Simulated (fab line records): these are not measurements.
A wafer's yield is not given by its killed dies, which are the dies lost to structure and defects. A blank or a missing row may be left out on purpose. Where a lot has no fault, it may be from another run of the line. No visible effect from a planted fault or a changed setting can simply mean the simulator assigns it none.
Which of the tools did it? + flow nand-harc + 66 wafers from 22 lots sampled at 6 of the route's 1159 steps

WHAT THE GAUGES READ, wafer by wafer
The record lacks any reading of a measuring or inspecting step that a usual standard deviation could be used to judge.

TOOL THAT RAN EACH LOT (tool first, then ch and the chambers of the sampled wafers, then the start)
| lot  | NHARC_A_STAIRCASE_TRIM_196         | NHARC_A_STAIRCASE_TRIM_200                    | NHARC_A_STAIRCASE_DESCUM_219       | NHARC_A_STAIRCASE_ETCH_221                    | NHARC_A_STAIRCASE_TRIM_222                    | NHARC_A_STAIRCASE_STRIP_254          |
|------|------------------------------------|-----------------------------------------------|------------------------------------|-----------------------------------------------|-----------------------------------------------|--------------------------------------|
| L074 | rie-diel-08 ch 0,1, day 11 05:55   | rie-diel-08 ch 1,2,3, day 11 08:35 or earlier | rie-diel-08 ch 1,3, day 11 08:35   | rie-diel-08 ch 1,2,3, day 11 13:02 or earlier | rie-diel-08 ch 1,2, day 11 13:02 or earlier   | plasma-asher-02 ch 0,1, day 11 13:02 |
| L075 | rie-diel-08 ch 0,1,3, day 11 06:09 | rie-diel-08 ch 0,2,3, day 11 09:00 or earlier | rie-diel-08 ch 1,2, day 11 09:00   | rie-diel-08 ch 2,3, day 11 13:59 or earlier   | rie-diel-08 ch 0,1,3, day 11 13:59 or earlier | plasma-asher-01 ch 0,1, day 11 13:59 |
| L077 | rie-diel-01 ch 0,2,3, day 11 08:43 | rie-diel-01 ch 0,2,3, day 11 11:20 or earlier | rie-diel-03 ch 0,1,2, day 11 11:20 | rie-diel-03 ch 0,2,3, day 11 15:26 or earlier | rie-diel-03 ch 0,1,2, day 11 15:26 or earlier | plasma-asher-01 ch 0,1, day 11 15:26 |
| L076 | rie-diel-01 ch 0,1,3, day 11 16:37 | rie-diel-01 ch 0,2, day 11 19:31 or earlier   | rie-diel-08 ch 0,2,3, day 11 19:31 | rie-diel-08 ch 0,2,3, day 11 23:38 or earlier | rie-diel-08 ch 0,1,3, day 11 23:38 or earlier | plasma-asher-01 ch 0,1, day 11 23:38 |
| L078 | rie-diel-08 ch 0,2, day 11 19:16   | rie-diel-08 ch 1,3, day 11 22:00 or earlier   | rie-diel-08 ch 1,2,3, day 11 22:00 | rie-diel-08 ch 1,2,3, day 12 01:55 or earlier | rie-diel-08 ch 0,1,3, day 12 01:55 or earlier | plasma-asher-02 ch 0,1, day 12 01:55 |
| L080 | rie-diel-01 ch 0,2,3, day 12 18:12 | rie-diel-01 ch 0,2,3, day 12 21:14 or earlier | rie-diel-08 ch 0,1,3, day 12 21:14 | rie-diel-08 ch 0,1,3, day 13 02:32 or earlier | rie-diel-08 ch 0,1,2, day 13 02:32 or earlier | plasma-asher-02 ch 0,1, day 13 02:32 |
| L082 | rie-diel-08 ch 0,1,2, day 13 03:17 | rie-diel-08 ch 0,3, day 13 06:29 or earlier   | rie-diel-03 ch 1,2,3, day 13 06:29 | rie-diel-03 ch 0,2,3, day 13 12:00 or earlier | rie-diel-03 ch 0,2, day 13 12:00 or earlier   | plasma-asher-02 ch 0,1, day 13 12:00 |
| L081 | rie-diel-08 ch 0,2,3, day 13 03:40 | rie-diel-08 ch 0,3, day 13 06:52 or earlier   | rie-diel-01 ch 0,2,3, day 13 06:52 | rie-diel-01 ch 0,3, day 13 11:00 or earlier   | rie-diel-01 ch 0,1, day 13 11:00 or earlier   | plasma-asher-01 ch 0,1, day 13 11:00 |
| L084 | rie-diel-08 ch 0,1,2, day 13 09:25 | rie-diel-08 ch 1,2,3, day 13 12:05 or earlier | rie-diel-08 ch 0,1,3, day 13 12:05 | rie-diel-08 ch 0,1,2, day 13 16:02 or earlier | rie-diel-08 ch 1,2,3, day 13 16:02 or earlier | plasma-asher-01 ch 0,1, day 13 16:02 |
| L083 | rie-diel-01 ch 1,2, day 13 09:26   | rie-diel-01 ch 0,1,2, day 13 12:07 or earlier | rie-diel-01 ch 0,2,3, day 13 12:07 | rie-diel-01 ch 1,3, day 13 16:43 or earlier   | rie-diel-01 ch 1,2,3, day 13 16:43 or earlier | plasma-asher-02 ch 0,1, day 13 16:43 |
| L089 | rie-diel-08 ch 0,1,3, day 14 05:35 | rie-diel-08 ch 0,3, day 14 08:09 or earlier   | rie-diel-03 ch 1,2, day 14 08:09   | rie-diel-03 ch 1,2, day 14 12:18 or earlier   | rie-diel-03 ch 0,1,2, day 14 12:18 or earlier | plasma-asher-01 ch 0,1, day 14 12:18 |
| L085 | rie-diel-01 ch 0,1,3, day 14 06:20 | rie-diel-01 ch 0,2,3, day 14 09:02 or earlier | rie-diel-08 ch 0,2,3, day 14 09:02 | rie-diel-08 ch 0,1,2, day 14 13:12 or earlier | rie-diel-08 ch 0,2,3, day 14 13:12 or earlier | plasma-asher-02 ch 0,1, day 14 13:12 |
| L086 | rie-diel-01 ch 0,2,3, day 14 09:41 | rie-diel-01 ch 0,1, day 14 12:33 or earlier   | rie-diel-03 ch 0,1,3, day 14 12:33 | rie-diel-03 ch 0,1,2, day 14 16:29 or earlier | rie-diel-03 ch 0,3, day 14 16:29 or earlier   | plasma-asher-01 ch 1, day 14 16:29   |
| L087 | rie-diel-08 ch 0,1,3, day 14 12:10 | rie-diel-08 ch 0,1, day 14 14:52 or earlier   | rie-diel-08 ch 2,3, day 14 14:52   | rie-diel-08 ch 2,3, day 14 18:59 or earlier   | rie-diel-08 ch 0,3, day 14 18:59 or earlier   | plasma-asher-02 ch 0,1, day 14 18:59 |
| L088 | rie-diel-08 ch 0,3, day 14 15:44   | rie-diel-08 ch 0,1,2, day 14 18:14 or earlier | rie-diel-03 ch 0,2, day 14 18:14   | rie-diel-03 ch 1,2,3, day 14 22:06 or earlier | rie-diel-03 ch 1,2,3, day 14 22:06 or earlier | plasma-asher-01 ch 0,1, day 14 22:06 |
| L090 | rie-diel-01 ch 1,2,3, day 15 00:45 | rie-diel-01 ch 1,3, day 15 03:18 or earlier   | rie-diel-03 ch 1,2,3, day 15 03:18 | rie-diel-03 ch 2,3, day 15 08:01 or earlier   | rie-diel-03 ch 1,2, day 15 08:01 or earlier   | plasma-asher-01 ch 0,1, day 15 08:01 |
| L091 | rie-diel-08 ch 0,2,3, day 15 05:44 | rie-diel-08 ch 0,2,3, day 15 08:21 or earlier | rie-diel-03 ch 1,2,3, day 15 08:21 | rie-diel-03 ch 0,2,3, day 15 12:24 or earlier | rie-diel-03 ch 0,1,3, day 15 12:24 or earlier | plasma-asher-01 ch 0,1, day 15 12:24 |
| L092 | rie-diel-08 ch 0,1,2, day 15 15:08 | rie-diel-08 ch 0,2,3, day 15 17:35 or earlier | rie-diel-03 ch 1,2,3, day 15 17:35 | rie-diel-03 ch 1,2, day 15 22:01 or earlier   | rie-diel-03 ch 1,2, day 15 22:01 or earlier   | plasma-asher-02 ch 0,1, day 15 22:01 |
| L094 | rie-diel-03 ch 0,1,2, day 15 16:55 | rie-diel-03 ch 0,1,3, day 15 19:35 or earlier | rie-diel-08 ch 1,2,3, day 15 19:35 | rie-diel-08 ch 0,1,3, day 16 04:07 or earlier | rie-diel-08 ch 0,1,3, day 16 04:07 or earlier | plasma-asher-01 ch 0,1, day 16 04:07 |
| L095 | rie-diel-03 ch 1,2,3, day 16 02:09 | rie-diel-03 ch 0,1,2, day 16 05:56 or earlier | rie-diel-03 ch 0,2,3, day 16 05:56 | rie-diel-03 ch 2,3, day 16 10:41 or earlier   | rie-diel-03 ch 1,3, day 16 10:41 or earlier   | plasma-asher-02 ch 0,1, day 16 10:41 |
| L096 | rie-diel-01 ch 0,1,2, day 16 02:53 | rie-diel-01 ch 0,1,3, day 16 06:33 or earlier | rie-diel-01 ch 1,2,3, day 16 06:33 | rie-diel-01 ch 0,1,3, day 16 10:56 or earlier | rie-diel-01 ch 0,1,2, day 16 10:56 or earlier | plasma-asher-02 ch 0,1, day 16 10:56 |
| L097 | rie-diel-08 ch 0,1, day 17 02:10   | rie-diel-08 ch 0,3, day 17 04:45 or earlier   | rie-diel-01 ch 1,2,3, day 17 04:45 | rie-diel-01 ch 0,1,2, day 17 09:24 or earlier | rie-diel-01 ch 0,2, day 17 09:24 or earlier   | plasma-asher-01 ch 0, day 17 09:24   |
- NHARC_A_STAIRCASE_TRIM_196: chemistry O2, time 211.2 s.
- NHARC_A_STAIRCASE_TRIM_200: chemistry O2, time 211.2 s.
- NHARC_A_STAIRCASE_DESCUM_219: chemistry O2, time 3 s.
- NHARC_A_STAIRCASE_ETCH_221: etches the open film in C4F8/O2, target depth 100 nm, time 40.5 s.
- NHARC_A_STAIRCASE_TRIM_222: chemistry O2, time 211.2 s.
- NHARC_A_STAIRCASE_STRIP_254: strips in O2.

WHAT THE TOOLS THEMSELVES READ (means of the sampled wafers that have a number; where no wafer has one, the mark that the record gives instead)
NHARC_A_STAIRCASE_TRIM_196. Usual: drypump-motor-current-A 6.0 A, standard deviation 0.47; oes-product-au 1.006 a.u., standard deviation 0.015; rf-vpp-V 57.8 V, standard deviation 0.87; showerhead-plenum-p-Torr 3.55 Torr, standard deviation 0.15; throttle-valve-pct 17.037 %, standard deviation 0.0083.
| lot  | tool        | drypump-motor-current-A (A) | oes-product-au (a.u.) | rf-vpp-V (V) | showerhead-plenum-p-Torr (Torr) | throttle-valve-pct (%) | flag |
|------|-------------|-----------------------------|-----------------------|--------------|---------------------------------|------------------------|------|
| L074 | rie-diel-08 | 6.1                         | 1.019                 | 58.0         | 3.47                            | 17.037                 |      |
| L075 | rie-diel-08 | 6.2                         | 1.015                 | 56.7         | 3.45                            | 17.034                 |      |
| L077 | rie-diel-01 | 5.7                         | 0.992                 | 57.4         | 3.57                            | 17.036                 |      |
| L076 | rie-diel-01 | 5.3                         | 0.995                 | 58.1         | 3.58                            | 17.041                 |      |
| L078 | rie-diel-08 | 6.2                         | 1.002                 | 58.7         | 3.57                            | 17.037                 |      |
| L080 | rie-diel-01 | 5.7                         | 0.983                 | 57.9         | 3.56                            | 17.035                 |      |
| L082 | rie-diel-08 | 6.2                         | 1.014                 | 57.8         | 3.51                            | 17.039                 |      |
| L081 | rie-diel-08 | 6.3                         | 1.015                 | 57.7         | 3.50                            | 17.040                 |      |
| L084 | rie-diel-08 | 6.2                         | 1.011                 | 58.4         | 3.51                            | 17.028                 |      |
| L083 | rie-diel-01 | 5.9                         | 0.990                 | 58.5         | 3.74                            | 17.044                 |      |
| L089 | rie-diel-08 | 6.3                         | 1.017                 | 57.0         | 3.44                            | 17.033                 |      |
| L085 | rie-diel-01 | 5.4                         | 0.995                 | 58.4         | 3.57                            | 17.041                 |      |
| L086 | rie-diel-01 | 5.7                         | 1.008                 | 57.2         | 3.55                            | 17.037                 |      |
| L087 | rie-diel-08 | 6.3                         | 1.016                 | 57.3         | 3.44                            | 17.035                 |      |
| L088 | rie-diel-08 | 6.4                         | 1.022                 | 58.1         | 3.42                            | 17.035                 |      |
| L090 | rie-diel-01 | 5.6                         | 0.992                 | 57.4         | 3.72                            | 17.042                 |      |
| L091 | rie-diel-08 | 6.3                         | 1.024                 | 57.1         | 3.49                            | 17.030                 |      |
| L092 | rie-diel-08 | 6.2                         | 1.013                 | 57.9         | 3.50                            | 17.027                 |      |
| L094 | rie-diel-03 | 5.6                         | 1.004                 | 58.2         | 3.54                            | 17.032                 |      |
| L095 | rie-diel-03 | 5.6                         | 1.003                 | 57.4         | 3.50                            | 17.042                 |      |
| L096 | rie-diel-01 | 5.8                         | 0.997                 | 58.7         | 3.76                            | 17.046                 |      |
| L097 | rie-diel-08 | 6.1                         | 1.007                 | 57.5         | 3.48                            | 17.036                 |      |

NHARC_A_STAIRCASE_TRIM_200. Usual: drypump-motor-current-A 6.0 A, standard deviation 0.47; oes-product-au 1.005 a.u., standard deviation 0.015; rf-vpp-V 58.0 V, standard deviation 0.86; showerhead-plenum-p-Torr 3.54 Torr, standard deviation 0.15; throttle-valve-pct 17.037 %, standard deviation 0.009.
| lot  | tool        | drypump-motor-current-A (A) | oes-product-au (a.u.) | rf-vpp-V (V) | showerhead-plenum-p-Torr (Torr) | throttle-valve-pct (%) | flag |
|------|-------------|-----------------------------|-----------------------|--------------|---------------------------------|------------------------|------|
| L074 | rie-diel-08 | 6.3                         | 1.012                 | 58.0         | 3.47                            | 17.043                 |      |
| L075 | rie-diel-08 | 6.3                         | 1.016                 | 57.4         | 3.50                            | 17.035                 |      |
| L077 | rie-diel-01 | 5.8                         | 0.990                 | 58.2         | 3.56                            | 17.033                 |      |
| L076 | rie-diel-01 | 6.0                         | 1.006                 | 57.6         | 3.42                            | 17.036                 |      |
| L078 | rie-diel-08 | 6.2                         | 1.006                 | 57.1         | 3.41                            | 17.039                 |      |
| L080 | rie-diel-01 | 5.8                         | 0.986                 | 58.5         | 3.56                            | 17.036                 |      |
| L082 | rie-diel-08 | 6.3                         | 1.018                 | 58.5         | 3.48                            | 17.038                 |      |
| L081 | rie-diel-08 | 6.4                         | 1.028                 | 57.0         | 3.42                            | 17.032                 |      |
| L084 | rie-diel-08 | 6.3                         | 1.021                 | 57.7         | 3.46                            | 17.048                 |      |
| L083 | rie-diel-01 | 5.8                         | 0.990                 | 58.8         | 3.59                            | 17.034                 |      |
| L089 | rie-diel-08 | 6.3                         | 1.021                 | 57.5         | 3.48                            | 17.042                 |      |
| L085 | rie-diel-01 | 5.7                         | 0.997                 | 58.4         | 3.55                            | 17.028                 |      |
| L086 | rie-diel-01 | 5.7                         | 0.995                 | 57.8         | 3.43                            | 17.034                 |      |
| L087 | rie-diel-08 | 6.1                         | 1.003                 | 58.2         | 3.49                            | 17.038                 |      |
| L088 | rie-diel-08 | 6.2                         | 1.005                 | 57.5         | 3.51                            | 17.040                 |      |
| L090 | rie-diel-01 | 5.2                         | 0.995                 | 59.5         | 3.74                            | 17.033                 |      |
| L091 | rie-diel-08 | 6.3                         | 1.012                 | 57.9         | 3.49                            | 17.031                 |      |
| L092 | rie-diel-08 | 6.3                         | 1.015                 | 58.2         | 3.48                            | 17.030                 |      |
| L094 | rie-diel-03 | 5.7                         | 1.002                 | 57.3         | 3.50                            | 17.046                 |      |
| L095 | rie-diel-03 | 5.6                         | 1.003                 | 57.7         | 3.53                            | 17.036                 |      |
| L096 | rie-diel-01 | 5.4                         | 0.991                 | 58.2         | 3.74                            | 17.038                 |      |
| L097 | rie-diel-08 | 6.4                         | 1.021                 | 56.9         | 3.40                            | 17.040                 |      |

NHARC_A_STAIRCASE_DESCUM_219. Usual: drypump-motor-current-A 5.9 A, standard deviation 0.41; oes-product-au 1.006 a.u., standard deviation 0.015; rf-vpp-V 57.8 V, standard deviation 0.83; showerhead-plenum-p-Torr 1.92 Torr, standard deviation 0.075; throttle-valve-pct 11.313 %, standard deviation 0.009.
| lot  | tool        | drypump-motor-current-A (A) | oes-product-au (a.u.) | rf-vpp-V (V) | showerhead-plenum-p-Torr (Torr) | throttle-valve-pct (%) | flag |
|------|-------------|-----------------------------|-----------------------|--------------|---------------------------------|------------------------|------|
| L074 | rie-diel-08 | 6.2                         | 1.015                 | 57.8         | 1.85                            | 11.313                 |      |
| L075 | rie-diel-08 | 6.1                         | 1.000                 | 57.4         | 1.89                            | 11.309                 |      |
| L077 | rie-diel-03 | 5.6                         | 1.015                 | 57.2         | 1.93                            | 11.321                 |      |
| L076 | rie-diel-08 | 6.3                         | 1.014                 | 57.9         | 1.90                            | 11.313                 |      |
| L078 | rie-diel-08 | 6.3                         | 1.004                 | 57.5         | 1.88                            | 11.318                 |      |
| L080 | rie-diel-08 | 6.2                         | 1.030                 | 58.3         | 1.86                            | 11.312                 |      |
| L082 | rie-diel-03 | 5.6                         | 0.998                 | 58.3         | 1.90                            | 11.308                 |      |
| L081 | rie-diel-01 | 5.7                         | 0.987                 | 57.5         | 1.93                            | 11.312                 |      |
| L084 | rie-diel-08 | 6.3                         | 1.025                 | 57.8         | 1.86                            | 11.316                 |      |
| L083 | rie-diel-01 | 5.8                         | 0.998                 | 58.4         | 1.93                            | 11.306                 |      |
| L089 | rie-diel-03 | 5.6                         | 1.010                 | 57.5         | 1.89                            | 11.312                 |      |
| L085 | rie-diel-08 | 6.3                         | 1.027                 | 57.8         | 1.89                            | 11.303                 |      |
| L086 | rie-diel-03 | 5.7                         | 0.992                 | 58.1         | 1.90                            | 11.314                 |      |
| L087 | rie-diel-08 | 6.4                         | 1.031                 | 57.8         | 1.86                            | 11.300                 |      |
| L088 | rie-diel-03 | 5.6                         | 1.001                 | 57.9         | 1.96                            | 11.306                 |      |
| L090 | rie-diel-03 | 5.6                         | 0.996                 | 57.9         | 1.90                            | 11.321                 |      |
| L091 | rie-diel-03 | 5.6                         | 0.984                 | 58.0         | 1.90                            | 11.317                 |      |
| L092 | rie-diel-03 | 5.6                         | 1.001                 | 57.6         | 1.90                            | 11.314                 |      |
| L094 | rie-diel-08 | 6.2                         | 1.017                 | 57.4         | 1.87                            | 11.315                 |      |
| L095 | rie-diel-03 | 5.6                         | 1.005                 | 57.8         | 1.93                            | 11.316                 |      |
| L096 | rie-diel-01 | 5.5                         | 0.993                 | 58.4         | 2.02                            | 11.311                 |      |
| L097 | rie-diel-01 | 5.5                         | 0.985                 | 57.6         | 2.02                            | 11.317                 |      |

NHARC_A_STAIRCASE_ETCH_221. Usual: bias-w 1000.3 W, standard deviation 2.6; oes-product-au 0.944 a.u., standard deviation 0.018; rf-fwd-power-W 592.7 W, standard deviation 2.8; rf-vpp-V 896 V, standard deviation 4.6.
| lot  | tool        | bias-w (W) | oes-product-au (a.u.) | rf-fwd-power-W (W) | rf-vpp-V (V) | flag |
|------|-------------|------------|-----------------------|--------------------|--------------|------|
| L074 | rie-diel-08 | 1000.2     | 0.961                 | 592.9              | 894          |      |
| L075 | rie-diel-08 | 999.7      | 0.947                 | 587.7              | 893          |      |
| L077 | rie-diel-03 | 1000.5     | 0.929                 | 591.6              | 899          |      |
| L076 | rie-diel-08 | 1000.1     | 0.943                 | 591.5              | 895          |      |
| L078 | rie-diel-08 | 1002.2     | 0.974                 | 592.9              | 894          |      |
| L080 | rie-diel-08 | 998.4      | 0.944                 | 593.5              | 893          |      |
| L082 | rie-diel-03 | 1000.0     | 0.959                 | 591.4              | 898          |      |
| L081 | rie-diel-01 | 999.1      | 0.936                 | 593.0              | 891          |      |
| L084 | rie-diel-08 | 1000.8     | 0.951                 | 593.4              | 896          |      |
| L083 | rie-diel-01 | 1000.4     | 0.917                 | 594.9              | 904          |      |
| L089 | rie-diel-03 | 1003.6     | 0.936                 | 593.9              | 896          |      |
| L085 | rie-diel-08 | 998.7      | 0.967                 | 593.3              | 894          |      |
| L086 | rie-diel-03 | 1001.5     | 0.929                 | 592.5              | 896          |      |
| L087 | rie-diel-08 | 997.6      | 0.971                 | 588.7              | 892          |      |
| L088 | rie-diel-03 | 1001.1     | 0.949                 | 595.1              | 895          |      |
| L090 | rie-diel-03 | 1002.2     | 0.944                 | 591.5              | 895          |      |
| L091 | rie-diel-03 | 1002.0     | 0.959                 | 593.4              | 897          |      |
| L092 | rie-diel-03 | 999.2      | 0.920                 | 594.2              | 893          |      |
| L094 | rie-diel-08 | 1001.4     | 0.945                 | 591.7              | 892          |      |
| L095 | rie-diel-03 | 1000.6     | 0.944                 | 593.9              | 895          |      |
| L096 | rie-diel-01 | 998.6      | 0.948                 | 593.0              | 903          |      |
| L097 | rie-diel-01 | 1000.1     | 0.934                 | 594.5              | 904          |      |

NHARC_A_STAIRCASE_TRIM_222. Usual: drypump-motor-current-A 5.9 A, standard deviation 0.41; oes-product-au 1.005 a.u., standard deviation 0.014; rf-vpp-V 57.9 V, standard deviation 0.9; showerhead-plenum-p-Torr 3.53 Torr, standard deviation 0.13; throttle-valve-pct 17.036 %, standard deviation 0.0086.
| lot  | tool        | drypump-motor-current-A (A) | oes-product-au (a.u.) | rf-vpp-V (V) | showerhead-plenum-p-Torr (Torr) | throttle-valve-pct (%) | flag |
|------|-------------|-----------------------------|-----------------------|--------------|---------------------------------|------------------------|------|
| L074 | rie-diel-08 | 6.1                         | 1.010                 | 57.1         | 3.48                            | 17.035                 |      |
| L075 | rie-diel-08 | 6.2                         | 1.024                 | 57.4         | 3.45                            | 17.029                 |      |
| L077 | rie-diel-03 | 5.6                         | 1.012                 | 58.3         | 3.56                            | 17.031                 |      |
| L076 | rie-diel-08 | 6.2                         | 1.017                 | 56.5         | 3.45                            | 17.028                 |      |
| L078 | rie-diel-08 | 6.3                         | 1.023                 | 58.3         | 3.45                            | 17.043                 |      |
| L080 | rie-diel-08 | 6.2                         | 1.014                 | 58.2         | 3.52                            | 17.031                 |      |
| L082 | rie-diel-03 | 5.6                         | 1.013                 | 58.2         | 3.60                            | 17.037                 |      |
| L081 | rie-diel-01 | 5.4                         | 0.994                 | 58.7         | 3.61                            | 17.037                 |      |
| L084 | rie-diel-08 | 6.3                         | 1.013                 | 57.1         | 3.46                            | 17.036                 |      |
| L083 | rie-diel-01 | 5.5                         | 0.989                 | 57.8         | 3.73                            | 17.040                 |      |
| L089 | rie-diel-03 | 5.6                         | 1.007                 | 57.0         | 3.54                            | 17.033                 |      |
| L085 | rie-diel-08 | 6.3                         | 1.031                 | 57.8         | 3.49                            | 17.037                 |      |
| L086 | rie-diel-03 | 5.7                         | 1.001                 | 58.1         | 3.55                            | 17.037                 |      |
| L087 | rie-diel-08 | 6.3                         | 1.024                 | 57.9         | 3.47                            | 17.037                 |      |
| L088 | rie-diel-03 | 5.6                         | 0.997                 | 57.7         | 3.50                            | 17.032                 |      |
| L090 | rie-diel-03 | 5.6                         | 0.999                 | 57.3         | 3.48                            | 17.049                 |      |
| L091 | rie-diel-03 | 5.6                         | 1.001                 | 59.5         | 3.50                            | 17.033                 |      |
| L092 | rie-diel-03 | 5.6                         | 0.996                 | 57.4         | 3.48                            | 17.028                 |      |
| L094 | rie-diel-08 | 6.3                         | 1.011                 | 58.7         | 3.43                            | 17.030                 |      |
| L095 | rie-diel-03 | 5.6                         | 0.991                 | 57.5         | 3.46                            | 17.041                 |      |
| L096 | rie-diel-01 | 5.8                         | 0.985                 | 58.5         | 3.76                            | 17.038                 |      |
| L097 | rie-diel-01 | 6.2                         | 0.981                 | 58.7         | 3.73                            | 17.038                 |      |

NHARC_A_STAIRCASE_STRIP_254. Usual: drypump-motor-current-A 5.61 A, standard deviation 0.26; heater-power-w 346 W, standard deviation 47.
| lot  | tool            | drypump-motor-current-A (A) | heater-power-w (W) | flag |
|------|-----------------|-----------------------------|--------------------|------|
| L074 | plasma-asher-02 | 5.56                        | 364                |      |
| L075 | plasma-asher-01 | 5.63                        | 370                |      |
| L077 | plasma-asher-01 | 5.50                        | 327                |      |
| L076 | plasma-asher-01 | 5.53                        | 330                |      |
| L078 | plasma-asher-02 | 5.80                        | 337                |      |
| L080 | plasma-asher-02 | 5.56                        | 358                |      |
| L082 | plasma-asher-02 | 5.58                        | 363                |      |
| L081 | plasma-asher-01 | 5.63                        | 356                |      |
| L084 | plasma-asher-01 | 5.63                        | 349                |      |
| L083 | plasma-asher-02 | 5.78                        | 338                |      |
| L089 | plasma-asher-01 | 5.48                        | 317                |      |
| L085 | plasma-asher-02 | 5.79                        | 339                |      |
| L086 | plasma-asher-01 | 5.35                        | 289                |      |
| L087 | plasma-asher-02 | 5.79                        | 331                |      |
| L088 | plasma-asher-01 | 5.50                        | 321                |      |
| L090 | plasma-asher-01 | 5.53                        | 323                |      |
| L091 | plasma-asher-01 | 5.49                        | 323                |      |
| L092 | plasma-asher-02 | 5.79                        | 336                |      |
| L094 | plasma-asher-01 | 5.48                        | 317                |      |
| L095 | plasma-asher-02 | 5.57                        | 384                |      |
| L096 | plasma-asher-02 | 5.79                        | 362                |      |
| L097 | plasma-asher-01 | 5.74                        | 388                |      |

THE ANSWER, worked out from the rows above alone
Rule: take the mean of a lot's wafers that have a number; if it is more than 3 standard deviations from the usual mean, the lot is off. Also off: a lot with no number at a reading for which 4 or more lots have one. Where the step has rows for the other lots, those lots are counted as sound. Order of review: gauges by route order, followed by the tools' own readings, for which a lot's mean as printed above is used. The first step at which some lot is off is used, and at that step the reading that is off furthest; a lot without a number counts as furthest.
None of the lots is off at any reading shown; this tells nothing.

WHAT THE SIMULATOR PUT IN
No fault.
